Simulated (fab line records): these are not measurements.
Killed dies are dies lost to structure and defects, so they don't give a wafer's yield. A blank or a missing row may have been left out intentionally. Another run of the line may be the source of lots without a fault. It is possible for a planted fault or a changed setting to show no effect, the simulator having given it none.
fab line records	flow n5Finfet	part 2 of 2: steps 4 to 6 of 6
record lots=20	wafers=60	lastDay=18
route steps=1938 shown BEOL_M3@933
lots that met no fault: taken from a fault-free run of the same line
startH: hours from the record's opening day to when the first of the lot's shown wafers began	waitH: hours elapsed since this lot's preceding step	" unchanged from the row above	L1.1+2: a row that stands for several wafers	- no value, or no start was given	* or withheld: withheld	< > ~ a bound
route shown NAME@n: names a module that has steps shown in the file, with the first one's number in the route	usual: mean/standard deviation of fault-free wafers	same: alike in all rows	chamber/n: place in a boat	sites: the reading at each site	_std_site: the values' standard deviation	_edge_site: mean of outer sites minus mean of inner sites	radiusMm: how far each site lies from the wafer's centre	mask NAME#n: copy n	behind: the last tool/chamber to shape the wafer	hold: cause of the lot's hold/its duration in hours/its outcome	device: the transistor (n, p or np) that didn't switch	end of line: the route-end tests of the same wafers	a step given without rows: its recipe and nothing more	killed: the dies lost at the first sort to structure and to defects; this is not the yield of the wafer	map: the dies of a wafer, with x for killed, . for not killed, _ for no die there
set.NAME: the setting the step ran with; set.NAME@STEP: the setting that earlier step ran with	model.NAME: the simulator's own value behind a step, which no gauge read
steps of the route over a sample of lots; a table a step, a row a wafer
services: the hour from which a tool's chamber was out of use, counted from the record's first day as startH (under 0 if before that day), plus the number of hours and why
## steps
# step N5_BEOL_M3_STRIP_36
# recipe chemistry=N2/H2	powerW=450	tempC=40	pressureMtorr=20	rfFrequencyHz=6e+07	overashFraction=0.3	biasPowerW=7	h2Frac=0.5	n2FlowSccm=200	h2FlowSccm=200
# usual drypumpMotorCurrentA=5.7/0.41	oesProductAu=0.80/0.09	rfVppV=59.3/1.6	showerheadPlenumPTorr=2.52/0.091	tempC=40.00/0.11	throttleValvePct=23.63/0.21
lot.wafer	tool	chamber	startH	waitH	drypumpMotorCurrentA	oesProductAu	rfHoursCounterH	rfVppV	showerheadPlenumPTorr	tempC	throttleValvePct
L075.2	rieDiel-02	1	173.80	0.0	5.2	0.92	23	58.2	2.49	39.91	23.45
L075.3	"	2	"	"	5.8	0.69	223	59.6	2.52	39.89	23.60
L075.5	"	1	"	"	5.2	0.92	-	58.5	2.49	39.89	23.46
L074.3	rieDiel-03	1	174.81	0.0	5.8	1.00	0	59.3	2.62	39.88	23.71
L074.4	"	3	"	"	6.3	0.81	101	61.3	2.67	40.16	23.37
L074.5	"	3	"	"	6.3	0.81	-	60.2	2.67	39.96	23.41
L076.1	rieDiel-04	0	177.82	0.0	6.4	0.77	114	56.4	2.34	39.98	23.73
L076.2	"	1	"	"	6.2	0.80	99	59.3	2.56	40.13	23.58
L076.4	"	3	"	"	6.0	0.96	-	57.9	2.49	40.16	23.34
L077.4	rieDiel-04	1	183.28	0.0	6.2	0.79	-	59.5	2.57	40.05	23.55
L077.5	"	3	"	"	6.1	0.96	-	58.0	2.49	39.93	23.35
L077.6	"	0	"	"	6.4	0.78	-	53.8	2.34	39.93	23.74
L079.2	rieDiel-03	3	186.58	0.0	6.3	0.81	105	59.4	2.66	39.95	23.41
L079.3	"	1	"	"	5.8	0.97	4	59.2	2.62	39.96	23.74
L079.4	"	2	"	"	5.7	0.85	59	60.1	2.58	39.84	23.54
L081.2	rieDiel-02	2	195.08	0.0	5.8	0.69	229	60.0	2.52	40.04	23.61
L081.5	"	3	"	"	5.5	0.72	-	56.1	2.53	40.09	23.52
L081.6	"	0	"	"	5.0	0.78	-	55.5	2.35	39.94	23.78
L082.1	rieDiel-03	1	195.11	0.0	5.8	0.96	7	61.2	2.61	40.06	23.71
L082.2	"	0	"	"	5.4	0.71	190	61.6	2.52	40.03	24.21
L082.6	"	3	"	"	6.3	0.81	-	59.2	2.66	39.90	23.42
L083.4	rieDiel-02	3	209.51	0.0	5.4	0.73	-	60.1	2.52	39.96	23.54
L083.5	"	0	"	"	5.0	0.76	-	60.1	2.35	40.04	23.79
L083.6	"	2	"	"	5.8	0.68	-	59.8	2.52	39.95	23.64
L085.1	rieDiel-04	2	232.11	0.0	5.5	0.95	13	60.1	2.58	39.87	23.48
L085.4	"	3	"	"	6.0	0.92	22	61.4	2.48	40.06	23.39
L085.5	"	3	"	"	6.1	0.93	-	59.1	2.49	40.01	23.38
L084.2	rieDiel-02	0	235.74	0.0	5.0	0.77	165	59.4	2.35	39.97	23.81
L084.4	"	2	"	"	5.8	0.67	242	59.3	2.51	40.16	23.65
L084.6	"	1	"	"	5.2	0.88	-	60.3	2.48	40.05	23.47
L086.1	rieDiel-02	2	237.54	0.0	5.8	0.68	243	59.2	2.51	39.81	23.66
L086.4	"	0	"	"	5.0	0.78	165	57.6	2.35	40.19	23.80
L086.6	"	2	"	"	5.7	0.67	-	59.1	2.51	39.93	23.67
L087.1	rieDiel-03	3	241.14	0.0	6.3	0.79	122	59.8	2.66	39.85	23.41
L087.2	"	2	"	"	5.7	0.82	75	59.8	2.57	40.03	23.58
L087.3	"	1	"	"	5.8	0.94	20	60.9	2.61	39.93	23.74
L089.4	rieDiel-03	3	243.90	0.0	6.3	0.79	-	58.2	2.66	39.94	23.43
L089.5	"	1	"	"	5.8	0.92	-	59.4	2.61	40.03	23.74
L089.6	"	2	"	"	5.7	0.80	-	60.8	2.57	39.93	23.56
L091.1	rieDiel-02	0	249.85	0.0	5.0	0.77	168	57.8	2.35	40.18	23.88
L091.3	"	3	"	"	5.5	0.71	182	56.2	2.52	40.06	23.53
L091.6	"	1	"	"	5.2	0.88	-	60.5	2.48	40.10	23.46
L090.1	rieDiel-03	0	249.92	0.0	5.4	0.72	205	61.0	2.52	40.00	24.22
L090.2	"	1	"	"	5.8	0.91	22	59.9	2.61	40.03	23.74
L090.3	"	3	"	"	6.3	0.78	124	59.6	2.65	39.84	23.45
L093.1	rieDiel-02	3	262.77	0.0	5.5	0.70	186	57.9	2.52	39.81	23.55
L093.4	"	3	"	"	5.5	0.71	-	57.6	2.52	39.99	23.54
L093.6	"	2	"	"	5.8	0.66	-	59.8	2.51	39.98	23.65
L092.1	rieDiel-04	0	263.32	0.0	6.3	0.76	138	58.3	2.33	40.10	23.77
L092.4	"	3	"	"	6.1	0.90	30	57.8	2.48	40.06	23.36
L092.5	"	1	"	"	6.2	0.78	-	56.4	2.56	39.98	23.63
L095.2	rieDiel-02	1	293.76	0.0	5.2	0.85	59	59.3	2.47	39.99	23.50
L095.4	"	2	"	"	5.8	1.00	3	57.0	2.51	40.17	23.54
L095.5	"	1	"	"	5.2	0.85	-	60.0	2.47	40.09	23.52
L097.2	rieDiel-03	2	301.79	0.0	5.7	0.80	91	61.1	2.56	39.96	23.58
L097.3	"	0	"	"	5.4	0.69	219	60.3	2.51	40.25	24.25
L097.5	"	3	"	"	6.3	0.77	-	63.8	2.65	40.13	23.45
L096.3	rieDiel-02	2	303.76	0.0	5.8	0.96	7	58.8	2.50	40.01	23.54
L096.4	"	0	"	"	5.0	0.75	186	56.1	2.34	40.04	23.84
L096.6	"	2	"	"	5.8	0.96	-	60.1	2.50	40.19	23.54
# step N5_BEOL_M3_STRIP_97
# recipe chemistry=N2/H2	timeS=10	powerW=450	tempC=40	pressureMtorr=20	rfFrequencyHz=6e+07	biasPowerW=7	n2FlowSccm=200	h2FlowSccm=200
# usual drypumpMotorCurrentA=5.7/0.42	oesProductAu=0.80/0.09	rfVppV=58.9/0.88	showerheadPlenumPTorr=2.52/0.091	tempC=40.00/0.12	throttleValvePct=23.63/0.21
lot.wafer	tool	chamber	startH	waitH	drypumpMotorCurrentA	oesProductAu	rfHoursCounterH	rfVppV	showerheadPlenumPTorr	tempC	throttleValvePct
L075.2	rieDiel-02	1	-	-	5.2	0.91	23	60.5	2.49	40.02	23.45
L075.3	"	2	"	"	5.7	0.68	223	57.7	2.52	39.77	23.61
L075.5	"	1	"	"	5.2	0.92	-	59.5	2.49	39.89	23.44
L074.3	rieDiel-03	1	-	-	5.8	0.99	0	59.6	2.62	39.95	23.71
L074.4	"	3	"	"	6.3	0.81	101	59.1	2.66	39.79	23.41
L074.5	"	3	"	"	6.3	0.81	-	58.2	2.67	39.80	23.41
L076.1	rieDiel-04	0	-	-	6.4	0.78	114	58.6	2.34	39.82	23.71
L076.2	"	1	"	"	6.2	0.79	99	57.5	2.57	39.74	23.58
L076.4	"	3	"	"	6.1	0.96	-	58.0	2.49	40.05	23.36
L077.4	rieDiel-04	1	-	-	6.2	0.79	-	59.3	2.56	40.11	23.56
L077.5	"	3	"	"	6.1	0.96	-	59.4	2.49	39.99	23.37
L077.6	"	0	"	"	6.3	0.79	-	58.6	2.34	40.07	23.72
L079.2	rieDiel-03	3	-	-	6.3	0.82	105	59.8	2.66	40.21	23.43
L079.3	"	1	"	"	5.8	0.96	4	57.7	2.62	39.98	23.72
L079.4	"	2	"	"	5.7	0.84	59	58.9	2.58	39.91	23.56
L081.2	rieDiel-02	2	-	-	5.7	0.68	229	57.8	2.52	40.21	23.63
L081.5	"	3	"	"	5.5	0.72	-	59.2	2.53	40.02	23.52
L081.6	"	0	"	"	5.0	0.77	-	58.4	2.35	39.89	23.80
L082.1	rieDiel-03	1	-	-	5.8	0.95	7	60.8	2.61	39.95	23.72
L082.2	"	0	"	"	5.4	0.71	191	58.9	2.52	40.01	24.20
L082.6	"	3	"	"	6.3	0.80	-	59.7	2.66	39.94	23.43
L083.4	rieDiel-02	3	-	-	5.5	0.73	-	59.3	2.53	40.00	23.52
L083.5	"	0	"	"	5.0	0.78	-	58.0	2.35	40.11	23.81
L083.6	"	2	"	"	5.7	0.68	-	59.6	2.51	40.05	23.63
L085.1	rieDiel-04	2	-	-	5.5	0.94	13	58.9	2.59	39.84	23.51
L085.4	"	3	"	"	6.0	0.93	22	57.7	2.48	40.19	23.39
L085.5	"	3	"	"	6.0	0.93	-	59.2	2.48	39.82	23.38
L084.2	rieDiel-02	0	-	-	5.0	0.77	165	59.3	2.35	40.00	23.83
L084.4	"	2	"	"	5.8	0.68	242	59.6	2.51	39.95	23.65
L084.6	"	1	"	"	5.2	0.89	-	58.8	2.48	40.01	23.50
L086.1	rieDiel-02	2	-	-	5.8	0.67	243	59.1	2.51	40.17	23.67
L086.4	"	0	"	"	5.0	0.77	165	59.0	2.35	39.93	23.83
L086.6	"	2	"	"	5.8	0.67	-	58.1	2.51	40.29	23.64
L087.1	rieDiel-03	3	-	-	6.3	0.79	122	59.3	2.66	39.96	23.45
L087.2	"	2	"	"	5.7	0.83	75	58.2	2.57	40.25	23.57
L087.3	"	1	"	"	5.8	0.92	20	61.1	2.61	40.08	23.74
L089.4	rieDiel-03	3	-	-	6.3	0.80	-	60.1	2.66	39.91	23.46
L089.5	"	1	"	"	5.8	0.92	-	59.5	2.61	40.02	23.75
L089.6	"	2	"	"	5.7	0.83	-	58.4	2.57	39.88	23.57
L091.1	rieDiel-02	0	-	-	5.0	0.77	168	58.8	2.35	39.99	23.83
L091.3	"	3	"	"	5.4	0.71	182	58.6	2.52	39.89	23.54
L091.6	"	1	"	"	5.2	0.87	-	59.0	2.48	39.94	23.49
L090.1	rieDiel-03	0	-	-	5.4	0.71	205	59.0	2.52	40.02	24.20
L090.2	"	1	"	"	5.8	0.92	22	58.5	2.61	40.14	23.74
L090.3	"	3	"	"	6.3	0.80	124	59.9	2.66	40.01	23.43
L093.1	rieDiel-02	3	-	-	5.4	0.70	186	59.7	2.52	39.93	23.54
L093.4	"	3	"	"	5.4	0.70	-	59.6	2.52	40.22	23.53
L093.6	"	2	"	"	5.8	0.66	-	59.7	2.51	40.09	23.67
L092.1	rieDiel-04	0	-	-	6.4	0.77	138	59.1	2.33	40.11	23.76
L092.4	"	3	"	"	6.1	0.90	30	57.1	2.48	39.93	23.39
L092.5	"	1	"	"	6.2	0.78	-	59.0	2.55	40.09	23.60
L095.2	rieDiel-02	1	-	-	5.2	0.86	59	58.7	2.47	39.94	23.49
L095.4	"	2	"	"	5.7	0.99	3	58.9	2.51	39.99	23.54
L095.5	"	1	"	"	5.2	0.83	-	59.1	2.47	40.06	23.48
L097.2	rieDiel-03	2	-	-	5.7	0.81	91	59.0	2.56	39.84	23.60
L097.3	"	0	"	"	5.4	0.69	219	58.9	2.51	39.85	24.23
L097.5	"	3	"	"	6.3	0.77	-	59.4	2.65	40.02	23.45
L096.3	rieDiel-02	2	-	-	5.8	0.97	7	59.4	2.50	39.99	23.54
L096.4	"	0	"	"	5.0	0.75	186	58.9	2.34	39.83	23.85
L096.6	"	2	"	"	5.8	0.97	-	59.9	2.50	40.05	23.55
# step N5_BEOL_M3_ANNEAL_80
# recipe tempC=400	timeS=240	ambient=vacuum
# usual heaterPowerW=791/53
lot.wafer	tool	chamber	startH	waitH	heaterPowerW
L075.2	pvdSputter-03	-	176.04	0.0	836
L075.3	"	-	"	"	723
L075.5	"	-	"	"	863
L074.3	pvdSputter-01	-	176.59	0.0	845
L074.4	"	-	"	"	763
L074.5	"	-	"	"	844
L076.1	pvdSputter-01	-	180.93	0.0	791
L076.2	"	-	"	"	743
L076.4	"	-	"	"	840
L077.4	pvdSputter-01	-	184.97	0.0	832
L077.5	"	-	"	"	857
L077.6	"	-	"	"	826
L079.2	pvdSputter-02	-	188.28	0.0	704
L079.3	"	-	"	"	721
L079.4	"	-	"	"	881
L082.1	pvdSputter-03	-	197.02	0.0	825
L082.2	"	-	"	"	844
L082.6	"	-	"	"	773
L081.2	pvdSputter-01	-	198.87	0.0	858
L081.5	"	-	"	"	776
L081.6	"	-	"	"	841
L083.4	pvdSputter-03	-	211.39	0.0	835
L083.5	"	-	"	"	840
L083.6	"	-	"	"	746
L085.1	pvdSputter-03	-	233.92	0.0	858
L085.4	"	-	"	"	807
L085.5	"	-	"	"	747
L084.2	pvdSputter-02	-	237.43	0.0	772
L084.4	"	-	"	"	895
L084.6	"	-	"	"	723
L086.1	pvdSputter-01	-	238.99	0.0	859
L086.4	"	-	"	"	749
L086.6	"	-	"	"	734
L087.1	pvdSputter-03	-	243.01	0.0	736
L087.2	"	-	"	"	849
L087.3	"	-	"	"	786
L089.4	pvdSputter-03	-	245.18	0.0	840
L089.5	"	-	"	"	736
L089.6	"	-	"	"	825
L091.1	pvdSputter-03	-	253.06	0.0	870
L091.3	"	-	"	"	793
L091.6	"	-	"	"	819
L090.1	pvdSputter-01	-	253.19	0.0	841
L090.2	"	-	"	"	758
L090.3	"	-	"	"	835
L093.1	pvdSputter-02	-	264.78	0.0	875
L093.4	"	-	"	"	740
L093.6	"	-	"	"	754
L092.1	pvdSputter-03	-	265.05	0.0	717
L092.4	"	-	"	"	831
L092.5	"	-	"	"	846
L095.2	pvdSputter-03	-	296.38	0.0	827
L095.4	"	-	"	"	861
L095.5	"	-	"	"	799
L097.2	pvdSputter-02	-	303.56	0.0	864
L097.3	"	-	"	"	700
L097.5	"	-	"	"	901
L096.3	pvdSputter-02	-	306.46	0.0	715
L096.4	"	-	"	"	709
L096.6	"	-	"	"	759
## services
tool	chamber	startH	hours	kind
rieDiel-03	1	148.25	-	clean
rieDiel-03	1	148.25	-	consumableReplace:esc
rieDiel-03	1	148.25	-	consumableReplace:focusRing
rieDiel-03	1	148.25	23.6	scheduledDown
rieDiel-03	1	148.25	23.6	ventCycle
rieDiel-04	2	165.08	-	clean
rieDiel-04	2	165.08	-	consumableReplace:focusRing
rieDiel-04	2	165.08	20.6	scheduledDown
rieDiel-04	2	165.08	20.6	ventCycle
pecvd-01	-	167.36	1.7	repair
pecvd-01	2	170.77	-	calibration
rieDiel-02	-	197.02	0.7	repair
pecvd-01	-	200.16	2.8	pm
rieDiel-02	1	204.40	10.7	repair
rieDiel-03	0	239.43	7.2	repair
pecvd-01	-	258.95	5.1	repair
rieDiel-02	0	259.82	6.2	repair
rieDiel-02	2	266.34	-	clean
rieDiel-02	2	266.34	-	consumableReplace:focusRing
rieDiel-02	2	266.34	18.4	scheduledDown
rieDiel-02	2	266.34	18.4	ventCycle
rieDiel-04	2	277.56	5.6	repair
pecvd-04	1	287.77	1.9	repair
pecvd-04	2	296.36	2.1	scheduledDown
